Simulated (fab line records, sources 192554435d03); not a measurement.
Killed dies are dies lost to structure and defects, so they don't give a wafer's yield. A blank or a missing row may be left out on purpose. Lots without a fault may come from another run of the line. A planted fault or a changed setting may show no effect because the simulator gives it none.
Chamber matching | flow n5_finfet | N5_BEOL_M5_DESCUM_16 on rie_diel-02: 4 sister chambers
The step chemistry O2, time 7 s. 14 wafers are shown with their chamber, then 7 later ones without.

WAFERS WITH THEIR CHAMBER
wafer  | chamber | showerhead_plenum_p_Torr (Torr) | oes_product_au (a.u.) | throttle_valve_pct (%)
L074.2 | 1       | 2.06                            | 0.69                  | 20.84
L074.3 | 3       | 2.15                            | 0.68                  | 20.56
L074.4 | 0       | 2.18                            | 0.77                  | 20.01
L075.1 | 3       | 2.14                            | 0.69                  | 20.58
L075.4 | 1       | 2.05                            | 0.69                  | 20.86
L075.5 | 0       | 2.18                            | 0.77                  | 20.04
L077.2 | 0       | 2.18                            | 0.76                  | 20.02
L077.3 | 3       | 2.14                            | 0.69                  | 20.56
L077.4 | 3       | 2.14                            | 0.69                  | 20.58
L076.3 | 0       | 2.18                            | 0.77                  | 20.03
L076.5 | 2       | 2.03                            | 0.82                  | 20.47
L076.6 | 3       | 2.14                            | 0.69                  | 20.58
L079.1 | 2       | 2.03                            | 0.82                  | 20.44
L079.4 | 1       | 2.05                            | 0.69                  | 20.84

SIGNATURES (means of the wafers above)
reading                  | chamber 0 | chamber 1 | chamber 2 | chamber 3 | scatter within a chamber
showerhead_plenum_p_Torr | 2.1800    | 2.0533    | 2.0300    | 2.1420    | 0.00383
oes_product_au           | 0.7675    | 0.6900    | 0.8200    | 0.6880    | 0.00394
throttle_valve_pct       | 20.0250   | 20.8467   | 20.4550   | 20.5720   | 0.013
Rule: a wafer's distance from a chamber is the root of the sum, over the readings, of the square of ((its reading less the chamber's mean) divided by the reading's scatter). The wafer belongs to the nearest chamber; if the next one is less than 2 further off, it can't be placed. The scatter: the root of (the sum of the squares of (reading less its chamber's mean) over the shown wafers, divided by (wafers less chambers)).

WAFERS WITHOUT THEIR CHAMBER
wafer  | showerhead_plenum_p_Torr (Torr) | oes_product_au (a.u.) | throttle_valve_pct (%)
L079.6 | 2.18                            | 0.76                  | 20.03
L082.1 | 2.02                            | 0.80                  | 20.46
L082.4 | 2.14                            | 0.68                  | 20.59
L082.6 | 2.02                            | 0.80                  | 20.44
L083.1 | 2.02                            | 0.79                  | 20.45
L083.4 | 2.14                            | 0.68                  | 20.59
L083.5 | 2.02                            | 0.79                  | 20.46

WHICH CHAMBER EACH WENT THROUGH
wafer  | from the rows above | in truth
L079.6 | 0                   | 0
L082.1 | 2                   | 2
L082.4 | 3                   | 3
L082.6 | 2                   | 2
L083.1 | 2                   | 2
L083.4 | 3                   | 3
L083.5 | 2                   | 2
Placed correctly: 7 of 7. Can't be placed from these rows: 0. Placed wrongly: 0.
